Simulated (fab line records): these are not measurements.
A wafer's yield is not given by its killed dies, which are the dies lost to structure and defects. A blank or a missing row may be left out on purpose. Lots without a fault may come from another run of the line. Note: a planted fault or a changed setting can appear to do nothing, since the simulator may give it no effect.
What tool caused it?	flow nand harc	6 lots, 18 wafers sampled, at 1 step of a route of 1159

## WHAT THE GAUGES READ, wafer by wafer
NHARC_HYBRID_BOND_OVL_MEAS_05.
lot	measured	on	overlay x nm (nm)
L386	day 18 17:13	overlay-02	12 -23 24
L388	day 18 22:15	overlay-01	-24 -66 -5
L387	day 19 04:33	overlay-02	36 -29 -31
L397	day 21 14:52	overlay-02	15 -17 63
L407	day 23 15:17	overlay-02	14 35 26
L408	day 24 07:11	overlay-02	1 -47 38

## WHAT TOOL EACH LOT RAN ON (gives the tool, then ch and the chambers of the sampled wafers, and finally the start)
The record shows no process step preceding these readings.

## THE ANSWER, worked out from the rows above alone
Rule: what is usual is taken from the lots themselves. Put in order of their means at a reading, lots are off if they are a third of the lots or fewer, leave a main group of 4 or more, and stand apart from it by a gap of 3 or more times the standard deviation of the main group's means; of several such gaps the widest counts. If all means in a main group match to the digits the tables above print for the reading, that group is not used. A lot without any number at a reading at which 4 lots or more have one is off too. Where the step has rows for the other lots, those lots are counted as sound.
None of the lots is off at any reading shown; this tells nothing.

## WHAT WAS PUT IN BY THE SIMULATOR
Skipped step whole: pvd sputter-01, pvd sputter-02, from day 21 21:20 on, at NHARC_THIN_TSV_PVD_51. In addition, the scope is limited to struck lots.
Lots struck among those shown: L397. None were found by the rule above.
